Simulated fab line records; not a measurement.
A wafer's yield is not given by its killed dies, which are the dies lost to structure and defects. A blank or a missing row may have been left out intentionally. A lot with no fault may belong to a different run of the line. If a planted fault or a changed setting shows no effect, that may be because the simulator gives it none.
Matching of chambers | flow nandHarc | NHARC_A_STAIRCASE_CMP_450 on cmp-02: 4 sister chambers
The step polishes SiO2, target thk 200 nm. 8 wafers are shown with their chamber, then 9 later ones without.

## WAFERS PAIRED WITH THEIR CHAMBERS
wafer  | chamber | motorCurrentA (A) | retainingRingPressureFrac
L076.3 | 0       | 13.0              | 0.996
L083.6 | 0       | 12.1              | 1.003
L082.4 | 2       | 10.7              | 0.996
L081.3 | 1       | 13.2              | 1.005
L081.6 | 2       | 11.2              | 0.993
L086.2 | 1       | 13.6              | 1.002
L086.3 | 3       | 12.5              | 0.999
L086.5 | 3       | 12.3              | 1.003

## WAFERS WITHOUT THEIR CHAMBER
wafer  | motorCurrentA (A) | retainingRingPressureFrac
L085.2 | 10.5              | 1.002
L085.3 | 13.2              | 0.996
L085.6 | 10.9              | 0.997
L093.1 | 13.7              | 1.010
L093.3 | 12.7              | 1.000
L093.4 | 12.9              | 0.999
L096.1 | 13.6              | 0.999
L096.2 | 10.9              | 0.998
L096.4 | 12.6              | 1.003

## CHAMBER TAKEN BY EACH
wafer  | from the rows above          | in truth
L085.2 | 2                            | 2
L085.3 | can't be placed: 0 or 1 or 3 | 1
L085.6 | 2                            | 2
L093.1 | 1                            | 1
L093.3 | can't be placed: 0 or 3 or 1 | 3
L093.4 | can't be placed: 0 or 3 or 1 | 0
L096.1 | can't be placed: 1 or 0 or 3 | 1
L096.2 | 2                            | 2
L096.4 | can't be placed: 3 or 0 or 1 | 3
Placed correctly: 4 of 9. Not placeable from these rows: 5 (in 5, the candidates include the true chamber). Wrongly placed: 0.
How it was worked out, from the rows above alone: a wafer's distance from a chamber is the root of the sum, over the readings, of the square of ((its reading less the chamber's mean) divided by the reading's scatter). The wafer belongs to the nearest chamber; if the next one is less than 2 further off, it can't be placed. For every chamber, the mean is computed from those of its wafers that are shown. The scatter is the square root of a quotient: the sum, over the shown wafers, of each reading's squared deviation from its chamber's mean, divided by wafers minus chambers.
